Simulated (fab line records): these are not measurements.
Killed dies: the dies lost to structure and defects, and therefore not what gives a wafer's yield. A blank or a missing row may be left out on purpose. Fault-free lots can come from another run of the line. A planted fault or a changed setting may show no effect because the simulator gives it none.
Which tool did it? :: flow n5 finfet :: 69 wafers from 23 lots sampled at 2 of the route's 1938 steps

## WHAT THE GAUGES READ, wafer by wafer
N5_SDB_INSPECT_13: inspects for defects (brightfield). Usual: raw defect count 76, standard deviation 31.
lot: L074
measured: day 3 17:50
on: defect inspect-02
raw defect count: 111 85 91
flag: 

lot: L075
measured: day 3 23:12
on: defect inspect-01
raw defect count: 89 69 67
flag: 

lot: L076
measured: day 4 06:10
on: defect inspect-02
raw defect count: 71 26 25
flag: 

lot: L077
measured: day 4 12:32
on: defect inspect-02
raw defect count: 107 70 119
flag: 

lot: L078
measured: day 4 22:00
on: defect inspect-02
raw defect count: 73 97 90
flag: 

lot: L079
measured: day 5 02:32
on: defect inspect-01
raw defect count: 46 42 44
flag: 

lot: L080
measured: day 5 10:01
on: defect inspect-01
raw defect count: 142 63 75
flag: 

lot: L081
measured: day 5 14:34
on: defect inspect-02
raw defect count: 66 122 68
flag: 

lot: L082
measured: day 5 21:55
on: defect inspect-01
raw defect count: 58 84 60
flag: 

lot: L083
measured: day 6 00:12
on: defect inspect-02
raw defect count: 101 77 100
flag: 

lot: L084
measured: day 6 09:47
on: defect inspect-02
raw defect count: 62 81 129
flag: 

lot: L085
measured: day 6 15:11
on: defect inspect-01
raw defect count: 90 111 83
flag: 

lot: L086
measured: day 6 21:16
on: defect inspect-01
raw defect count: 80 44 53
flag: 

lot: L087
measured: day 7 01:11
on: defect inspect-01
raw defect count: 74 52 57
flag: 

lot: L088
measured: day 7 09:55
on: defect inspect-02
raw defect count: 52 64 65
flag: 

lot: L089
measured: day 7 13:43
on: defect inspect-01
raw defect count: 52 66 32
flag: 

lot: L090
measured: day 7 17:25
on: defect inspect-01
raw defect count: 97 129 93
flag: 

lot: L091
measured: day 8 01:25
on: defect inspect-02
raw defect count: 75 110 141
flag: 

lot: L092
measured: day 8 06:49
on: defect inspect-01
raw defect count: 30 58 45
flag: 

lot: L093
measured: day 8 13:49
on: defect inspect-01
raw defect count: 122 57 101
flag: 

lot: L094
measured: day 8 17:14
on: defect inspect-01
raw defect count: 36 43 82
flag: 

lot: L096
measured: day 9 15:06
on: defect inspect-01
raw defect count: 67 35 85
flag: 

lot: L097
measured: day 9 18:41
on: defect inspect-01
raw defect count: 75 146 37
flag: 

## WHAT TOOL EACH LOT RAN ON (gives the tool, then ch and the chambers of the sampled wafers, and finally the start)
lot: L074
N5_ILD0_CMP_03: cmp-03 ch 1,2,3, day 3 13:26

lot: L075
N5_ILD0_CMP_03: cmp-03 ch 0,3, day 3 18:48

lot: L076
N5_ILD0_CMP_03: cmp-01 ch 0,2,3, day 4 01:41

lot: L077
N5_ILD0_CMP_03: cmp-03 ch 0,2, day 4 08:08

lot: L078
N5_ILD0_CMP_03: cmp-01 ch 0,2,3, day 4 16:42

lot: L079
N5_ILD0_CMP_03: cmp-01 ch 0,1,2, day 4 22:07

lot: L080
N5_ILD0_CMP_03: cmp-01 ch 0,1,2, day 5 05:44

lot: L081
N5_ILD0_CMP_03: cmp-03 ch 1,2,3, day 5 10:12

lot: L082
N5_ILD0_CMP_03: cmp-02 ch 0,2, day 5 17:29

lot: L083
N5_ILD0_CMP_03: cmp-02 ch 1,2,3, day 5 19:48

lot: L084
N5_ILD0_CMP_03: cmp-02 ch 1,2, day 6 05:08

lot: L085
N5_ILD0_CMP_03: cmp-01 ch 0,1,3, day 6 10:55

lot: L086
N5_ILD0_CMP_03: cmp-01 ch 0,1,3, day 6 16:55

lot: L087
N5_ILD0_CMP_03: cmp-02 ch 2,3, day 6 20:55

lot: L088
N5_ILD0_CMP_03: cmp-02 ch 1,3, day 7 05:10

lot: L089
N5_ILD0_CMP_03: cmp-03 ch 2,3, day 7 09:06

lot: L090
N5_ILD0_CMP_03: cmp-03 ch 0,1,3, day 7 13:08

lot: L091
N5_ILD0_CMP_03: cmp-03 ch 0,2,3, day 7 20:54

lot: L092
N5_ILD0_CMP_03: cmp-01 ch 0,2,3, day 8 02:27

lot: L093
N5_ILD0_CMP_03: cmp-02 ch 0,1,2, day 8 08:44

lot: L094
N5_ILD0_CMP_03: cmp-02 ch 1,2,3, day 8 12:57

lot: L096
N5_ILD0_CMP_03: cmp-03 ch 0,3, day 9 10:25

lot: L097
N5_ILD0_CMP_03: cmp-03 ch 0,3, day 9 14:10
- N5_ILD0_CMP_03: polishes, stops on SiNx, t overpolish 1.9 s, target thk 197.38 nm.

## WHAT THE TOOLS THEMSELVES READ (means of the sampled wafers that have a number; where no wafer has one, the mark that the record gives instead)
N5_ILD0_CMP_03. Usual: motor current A 12.2 A, standard deviation 1.2; overpolish run s 1.900 s, standard deviation 0.0085; time to endpoint s 71 s, standard deviation 3.9.
lot: L074
tool: cmp-03
motor current A (A): 13.1
overpolish run s (s): 1.893
time to endpoint s (s): 75
flag: 

lot: L075
tool: cmp-03
motor current A (A): 13.7
overpolish run s (s): 1.901
time to endpoint s (s): 72
flag: 

lot: L076
tool: cmp-01
motor current A (A): 12.4
overpolish run s (s): 1.904
time to endpoint s (s): 68
flag: 

lot: L077
tool: cmp-03
motor current A (A): 12.9
overpolish run s (s): 1.903
time to endpoint s (s): 71
flag: 

lot: L078
tool: cmp-01
motor current A (A): 11.7
overpolish run s (s): 1.898
time to endpoint s (s): 70
flag: 

lot: L079
tool: cmp-01
motor current A (A): 11.8
overpolish run s (s): 1.895
time to endpoint s (s): 69
flag: 

lot: L080
tool: cmp-01
motor current A (A): 12.2
overpolish run s (s): 1.903
time to endpoint s (s): 70
flag: 

lot: L081
tool: cmp-03
motor current A (A): 12.5
overpolish run s (s): 1.895
time to endpoint s (s): 72
flag: 

lot: L082
tool: cmp-02
motor current A (A): 12.1
overpolish run s (s): 1.899
time to endpoint s (s): 68
flag: 

lot: L083
tool: cmp-02
motor current A (A): 11.4
overpolish run s (s): 1.909
time to endpoint s (s): 72
flag: 

lot: L084
tool: cmp-02
motor current A (A): 10.9
overpolish run s (s): 1.897
time to endpoint s (s): 73
flag: 

lot: L085
tool: cmp-01
motor current A (A): 11.8
overpolish run s (s): 1.891
time to endpoint s (s): 72
flag: 

lot: L086
tool: cmp-01
motor current A (A): 11.6
overpolish run s (s): 1.899
time to endpoint s (s): 70
flag: 

lot: L087
tool: cmp-02
motor current A (A): 11.6
overpolish run s (s): 1.897
time to endpoint s (s): 74
flag: 

lot: L088
tool: cmp-02
motor current A (A): 11.4
overpolish run s (s): 1.899
time to endpoint s (s): 72
flag: 

lot: L089
tool: cmp-03
motor current A (A): 13.1
overpolish run s (s): 1.896
time to endpoint s (s): 72
flag: 

lot: L090
tool: cmp-03
motor current A (A): 12.9
overpolish run s (s): 1.891
time to endpoint s (s): 71
flag: 

lot: L091
tool: cmp-03
motor current A (A): 13.4
overpolish run s (s): 1.909
time to endpoint s (s): 70
flag: 

lot: L092
tool: cmp-01
motor current A (A): 11.6
overpolish run s (s): 1.894
time to endpoint s (s): 64
flag: 

lot: L093
tool: cmp-02
motor current A (A): 11.7
overpolish run s (s): 1.893
time to endpoint s (s): 77
flag: 

lot: L094
tool: cmp-02
motor current A (A): 11.1
overpolish run s (s): 1.894
time to endpoint s (s): 79
flag: 

lot: L096
tool: cmp-03
motor current A (A): 13.9
overpolish run s (s): 1.896
time to endpoint s (s): 64
flag: 

lot: L097
tool: cmp-03
motor current A (A): 14.0
overpolish run s (s): 1.899
time to endpoint s (s): 63
flag: 

## THE ANSWER, worked out from the rows above alone
Rule: a lot counts as off when the mean over its wafers that have a number is more than 3 standard deviations away from the usual mean. A lot without any number at a reading at which 4 lots or more have one is off too. All remaining lots with rows at the step are treated as sound. After the gauges, taken in route order, come the tools' own readings; for these a lot's mean is taken, as printed above. The first step at which some lot is off is used, and at that step the reading that is off furthest; a lot without a number counts as furthest.
No lot is off on any of the readings shown, so nothing can be concluded from this.

## WHAT THE SIMULATOR HAD INSERTED
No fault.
